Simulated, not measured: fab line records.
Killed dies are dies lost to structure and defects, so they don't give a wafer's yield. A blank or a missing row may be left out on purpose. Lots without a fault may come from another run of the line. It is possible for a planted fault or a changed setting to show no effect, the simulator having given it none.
Which tool was responsible? | flow n5 finfet | 9 lots, 26 wafers sampled, at 7 steps of a route of 1938

== WHAT EACH GAUGE READ, for each wafer ==
N5_BEOL_M1_THK_MEAS_53: measures by xrf. Usual: M1_THK gives 39.5 nm (standard deviation 1.4).
lot  | measured     | on            | M1_THK (nm)     | flag
L949 | day 6 12:49  | film metro-01 | 41.4 39.7 44.3  |
L950 | day 6 22:50  | film metro-02 | 39.0 39.2 41.5  |
L952 | day 7 13:50  | film metro-01 | 37.6 38.7 38.6  |
L951 | day 7 15:46  | film metro-02 | 40.7 42.0       |
L956 | day 8 14:22  | film metro-02 | 146.7 38.9 39.4 | OFF
L957 | day 8 22:09  | film metro-01 | 150.9 38.7 38.9 | OFF
L967 | day 11 18:23 | film metro-01 | 39.1 37.1 39.9  |
L968 | day 12 03:50 | film metro-02 | 41.1 37.6 39.0  |
L971 | day 12 18:11 | film metro-01 | 40.3 40.5 41.0  |

N5_BEOL_M1_INSPECT_59: inspects for defects (darkfield). Usual: raw defect count 81, standard deviation 27.
lot  | measured     | on                | raw defect count | flag
L949 | day 6 13:09  | defect inspect-02 | 71 101 106       |
L950 | day 6 23:08  | defect inspect-01 | 58 60 78         |
L952 | day 7 14:07  | defect inspect-01 | 56 63 102        |
L951 | day 7 16:03  | defect inspect-01 | 90 126           |
L956 | day 8 14:40  | defect inspect-01 | 1627 58 88       | OFF
L957 | day 8 22:26  | defect inspect-01 | 1579 77 114      | OFF
L967 | day 11 18:40 | defect inspect-02 | 51 90 45         |
L968 | day 12 04:07 | defect inspect-01 | 28 62 30         |
L971 | day 12 18:28 | defect inspect-02 | 71 64 85         |

N5_BEOL_M4_RC_MEAS_101. Usual: DIBL_N 36.0 mV/V, standard deviation 1.6; DIBL_P 35.8 mV/V, standard deviation 2; IOFF_N 0.152 nA/um, standard deviation 0.03; IOFF_P 0.20 nA/um, standard deviation 0.031; ION_N 670 uA/um, standard deviation 12; ION_P 459 uA/um, standard deviation 7.4; SS_N 71.5 mV/dec, standard deviation 0.56; SS_P 73.2 mV/dec, standard deviation 0.64; VT_N 251 mV, standard deviation 3.5; VT_P -252 mV, standard deviation 3.3.
lot  | measured     | on        | DIBL_N (mV/V)  | DIBL_P (mV/V)  | IOFF_N (nA/um)    | IOFF_P (nA/um) | ION_N (uA/um) | ION_P (uA/um) | SS_N (mV/dec)  | SS_P (mV/dec)  | VT_N (mV)   | VT_P (mV)      | flag
L949 | day 9 11:49  | prober-02 | 36.7 36.7 33.5 | 35.8 35.5 31.3 | 0.154 0.141 0.101 | 0.20 0.19 0.15 | 674 657 650   | 462 454 450   | 72.0 71.0 71.0 | 73.0 73.0 72.1 | 251 254 255 | -253 -254 -256 |
L950 | day 9 13:56  | prober-02 | 37.0 35.3 35.9 | 37.4 34.5 34.9 | 0.162 0.136 0.135 | 0.21 0.17 0.18 | 683 675 659   | 468 464 451   | 70.9 71.0 70.8 | 74.1 72.6 73.1 | 248 249 252 | -250 -253 -255 |
L952 | day 10 03:13 | prober-01 | 37.4 35.9 37.2 | 36.7 35.6 37.0 | 0.151 0.125 0.155 | 0.20 0.18 0.20 | 674 656 680   | 461 455 463   | 71.8 71.3 72.1 | 73.6 73.2 73.6 | 253 255 250 | -252 -250 -253 |
L951 | day 9 22:49  | prober-01 | 36.7 35.8      | 37.3 35.5      | 0.176 0.165       | 0.21 0.19      | 670 667       | 452 456       | 71.8 71.8      | 73.2 73.5      | 251 247     | -251 -254      |
L956 | day 11 06:05 | prober-01 | 35.1 36.6      | 34.1 36.1      | 0.124 0.150       | 0.15 0.18      | 647 663       | 441 451       | 71.6 72.1      | 72.7 73.1      | 255 251     | -255 -256      |
L957 | day 11 07:10 | prober-01 | 34.2 36.2      | 35.2 38.0      | 0.129 0.170       | 0.19 0.23      | 661 678       | 457 463       | 71.1 71.6      | 73.3 73.7      | 252 249     | -252 -247      |
L967 | day 14 05:24 | prober-02 | 35.8 33.6 34.9 | 34.9 31.3 33.4 | 0.155 0.109 0.135 | 0.19 0.14 0.17 | 680 653 674   | 462 449 463   | 71.8 71.5 71.9 | 72.8 73.0 72.8 | 249 257 250 | -252 -256 -253 |
L968 | day 14 16:58 | prober-02 | 35.5 36.1 35.4 | 33.7 34.1 33.8 | 0.136 0.144 0.135 | 0.21 0.21 0.20 | 674 661 664   | 473 459 459   | 70.9 71.4 71.3 | 72.8 73.5 73.4 | 254 251 251 | -250 -246 -247 |
L971 | day 15 11:20 | prober-02 | 34.3 31.8 33.2 | 34.4 30.1 32.1 | 0.129 0.087 0.113 | 0.17 0.11 0.14 | 655 632 658   | 454 435 449   | 70.4 71.7 71.2 | 72.7 71.6 72.2 | 250 259 255 | -253 -261 -258 |

== WHICH TOOL RAN EACH LOT (tool, then ch and the chambers of the sampled wafers, then the start) ==
lot  | N5_BEOL_M1_SPUTTER_79        | N5_BEOL_M1_SPUTTER_92        | N5_BEOL_M1_CMP_52             | N5_BEOL_M1_DEP_57
L949 | pvd sputter-03, day 6 10:18  | pvd sputter-03, day 6 11:24  | cmp-02 ch 1,2,3, day 6 12:34  | pecvd-02 ch 0,2, day 6 13:04
L950 | pvd sputter-03, day 6 20:29  | pvd sputter-03, day 6 21:35  | cmp-02 ch 1,2,3, day 6 22:35  | pecvd-02 ch 1,2, day 6 23:02
L952 | pvd sputter-03, day 7 11:30  | pvd sputter-03, day 7 12:36  | cmp-01 ch 0,2,3, day 7 13:34  | pecvd-01 ch 0,1,2, day 7 14:01
L951 | pvd sputter-01, day 7 13:14  | pvd sputter-01, day 7 14:20  | cmp-02 ch 2, day 7 15:31      | pecvd-01 ch 0,2, day 7 15:58
L956 | pvd sputter-01, day 8 11:55  | pvd sputter-01, day 8 13:06  | cmp-02 ch 0,2,3, day 8 14:09  | pecvd-01 ch 0,1, day 8 14:34
L957 | pvd sputter-03, day 8 19:50  | pvd sputter-03, day 8 20:56  | cmp-02 ch 0,1,3, day 8 21:52  | pecvd-03 ch 0,1,2, day 8 22:21
L967 | pvd sputter-03, day 11 16:04 | pvd sputter-03, day 11 17:10 | cmp-04 ch 0,1,2, day 11 18:08 | pecvd-03 ch 0,2, day 11 18:35
L968 | pvd sputter-03, day 12 01:30 | pvd sputter-03, day 12 02:36 | cmp-01 ch 0,1,3, day 12 03:32 | pecvd-03 ch 1,2, day 12 04:01
L971 | pvd sputter-01, day 12 15:52 | pvd sputter-01, day 12 16:58 | cmp-01 ch 1,2,3, day 12 17:56 | pecvd-03 ch 0,1, day 12 18:23
- N5_BEOL_M1_SPUTTER_79: material Cu, target thk 4.5 nm, time 8.29 s.
- N5_BEOL_M1_SPUTTER_92: material Cu, target thk 4.5 nm, time 8.29 s.
- N5_BEOL_M1_CMP_52: polishes, stops on SiOC, t overpolish 6.8 s, target thk 40 nm.
- N5_BEOL_M1_DEP_57: deposits SiCN from 3MS/NH3, target thk 8 nm, time 14 s.

== WHAT THE TOOLS THEMSELVES READ (means of the sampled wafers that have a number; where no wafer has one, the mark that the record gives instead) ==
N5_BEOL_M1_SPUTTER_79. Usual: throttle valve pct 30.0 %, standard deviation 1.
lot  | tool           | throttle valve pct (%) | flag
L949 | pvd sputter-03 | 30.2                   |
L950 | pvd sputter-03 | 30.1                   |
L952 | pvd sputter-03 | 29.8                   |
L951 | pvd sputter-01 | 30.0                   |
L956 | pvd sputter-01 | 30.1                   |
L957 | pvd sputter-03 | 29.9                   |
L967 | pvd sputter-03 | 30.1                   |
L968 | pvd sputter-03 | 29.7                   |
L971 | pvd sputter-01 | 29.4                   |

N5_BEOL_M1_SPUTTER_92. Usual: throttle valve pct 30.0 %, standard deviation 0.99.
lot  | tool           | throttle valve pct (%) | flag
L949 | pvd sputter-03 | 29.9                   |
L950 | pvd sputter-03 | 30.1                   |
L952 | pvd sputter-03 | 29.8                   |
L951 | pvd sputter-01 | 29.9                   |
L956 | pvd sputter-01 | 30.0                   |
L957 | pvd sputter-03 | 29.8                   |
L967 | pvd sputter-03 | 30.0                   |
L968 | pvd sputter-03 | 29.5                   |
L971 | pvd sputter-01 | 29.5                   |

N5_BEOL_M1_CMP_52. Usual: barrier field endpoint s 24.7 s, standard deviation 0.59; motor current A 5.9 A, standard deviation 0.55; overpolish run s 6.802 s, standard deviation 0.0087; retaining ring pressure frac 1.000, standard deviation 0.0051; time to endpoint s 63 s, standard deviation 3.2.
lot  | tool   | barrier field endpoint s (s) | motor current A (A) | overpolish run s (s) | retaining ring pressure frac | time to endpoint s (s) | flag
L949 | cmp-02 | 25.1                         | 6.0                 | 6.792                | 0.998                        | 68                     |
L950 | cmp-02 | 25.6                         | 6.1                 | 6.805                | 0.997                        | 70                     |
L952 | cmp-01 | 24.5                         | 6.4                 | 6.812                | 1.002                        | 63                     |
L951 | cmp-02 | 25.0                         | 5.8                 | 6.803                | 1.003                        | 64                     |
L956 | cmp-02 | 30.5                         | 5.7                 | 4.544                | 1.005                        | 71                     | OFF
L957 | cmp-02 | 30.3                         | 5.7                 | 4.554                | 1.002                        | 70                     | OFF
L967 | cmp-04 | 24.4                         | 5.9                 | 6.801                | 1.000                        | 59                     |
L968 | cmp-01 | 24.4                         | 6.3                 | 6.799                | 0.994                        | 59                     |
L971 | cmp-01 | 24.7                         | 5.7                 | 6.805                | 0.999                        | 65                     |

N5_BEOL_M1_DEP_57. Usual: chamber pressure Torr 2.999 Torr, standard deviation 0.0059; showerhead plenum p Torr 3.664 Torr, standard deviation 0.01; throttle valve pct 9.3 %, standard deviation 0.51.
lot  | tool     | chamber pressure Torr (Torr) | showerhead plenum p Torr (Torr) | throttle valve pct (%) | flag
L949 | pecvd-02 | 2.993                        | 3.661                           | 9.2                    |
L950 | pecvd-02 | 2.996                        | 3.660                           | 8.7                    |
L952 | pecvd-01 | 2.994                        | 3.666                           | 9.7                    |
L951 | pecvd-01 | 2.998                        | 3.658                           | 10.1                   |
L956 | pecvd-01 | 3.001                        | 3.664                           | 9.3                    |
L957 | pecvd-03 | 2.999                        | 3.664                           | 9.4                    |
L967 | pecvd-03 | 3.003                        | 3.671                           | 9.0                    |
L968 | pecvd-03 | 2.998                        | 3.669                           | 9.7                    |
L971 | pecvd-03 | 3.001                        | 3.663                           | 9.6                    |

== THE ANSWER, worked out from the rows above alone ==
Rule: a lot counts as off when the mean over its wafers that have a number is more than 3 standard deviations away from the usual mean. Also off: a lot with no number at a reading for which 4 or more lots have one. All remaining lots with rows at the step are treated as sound. The gauges are gone through in route order, then the tools' own readings, and for those a lot's mean is taken as printed above. At the first step where some lot is off, the reading lying furthest off is the one used; lots without a number count as furthest.
Off: L956, L957, seen at N5_BEOL_M1_THK_MEAS_53 (M1_THK).
A tool fits if, at a process step before that reading, it ran every lot that is off, and no sound lot after the first of them. Not tried: the gauges at N5_BEOL_M1_THK_MEAS_53; whatever is off there is also off at N5_BEOL_M1_INSPECT_59, on other tools, and gauge error can't account for it. One fits: N5_BEOL_M1_CMP_52 on cmp-02. Its last sound lot is L951 (day 7 15:31), its first lot that is off L956 (day 8 14:09): a fault that began between those two fits.
The tool's own readings at N5_BEOL_M1_CMP_52 bear it out: on the lots that are off they differ by more than 5 times the standard deviation of the sound lots' means. barrier field endpoint s reads 30.4 s there against 24.8 s on the sound lots; overpolish run s reads 4.549 s there against 6.802 s on the sound lots.

== WHAT HAD BEEN PUT IN BY THE SIMULATOR ==
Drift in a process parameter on cmp-02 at N5_BEOL_M1_CMP_52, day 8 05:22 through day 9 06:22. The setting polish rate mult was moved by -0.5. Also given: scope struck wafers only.
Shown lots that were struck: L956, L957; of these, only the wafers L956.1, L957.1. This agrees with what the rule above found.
